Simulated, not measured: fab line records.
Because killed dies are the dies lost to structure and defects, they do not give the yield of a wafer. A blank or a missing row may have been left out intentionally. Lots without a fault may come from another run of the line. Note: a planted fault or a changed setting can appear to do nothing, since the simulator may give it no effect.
Matching of chambers + flow nandHarc + rieDiel-01 running NHARC_A_STAIRCASE_STRIP_476: 4 sister chambers
The step strips in O2, time 20 s. 4 wafers are shown with their chamber, then 7 later ones without.

EACH WAFER AND ITS CHAMBER
| wafer  | chamber | showerheadPlenumPTorr (Torr) |
|--------|---------|------------------------------|
| L142.3 | 1       | 3.50                         |
| L152.2 | 2       | 3.45                         |
| L152.3 | 0       | 3.31                         |
| L154.5 | 3       | 3.47                         |

WAFERS WHOSE CHAMBER IS MISSING
| wafer  | showerheadPlenumPTorr (Torr) |
|--------|------------------------------|
| L154.6 | 3.45                         |
| L158.3 | 3.45                         |
| L158.5 | 3.48                         |
| L158.6 | 3.45                         |
| L160.3 | 3.29                         |
| L160.5 | 3.46                         |
| L160.6 | 3.44                         |

EACH ONE'S CHAMBER
| wafer  | from the rows above     | in truth |
|--------|-------------------------|----------|
| L154.6 | 2                       | 2        |
| L158.3 | 2                       | 2        |
| L158.5 | can't be placed: 3 or 1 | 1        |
| L158.6 | 2                       | 2        |
| L160.3 | 0                       | 0        |
| L160.5 | can't be placed: 2 or 3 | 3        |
| L160.6 | 2                       | 2        |
Correctly placed: 5 of 7. Cannot be placed on the basis of these rows: 2; the candidates contain the true chamber in 2. Placed wrongly: 0.
How it was worked out, from the rows above alone: a wafer's distance from a chamber is the root of the sum, over the readings, of the square of ((its reading less the chamber's mean) divided by the reading's scatter). If the next closest chamber is less than 2 further off than the closest, the wafer can't be placed; otherwise it belongs to the closest. The mean given for a chamber averages the wafers shown for that chamber. The scatter: root of mean squared gap, hidden wafer to nearest shown wafer, with one shown wafer a chamber.
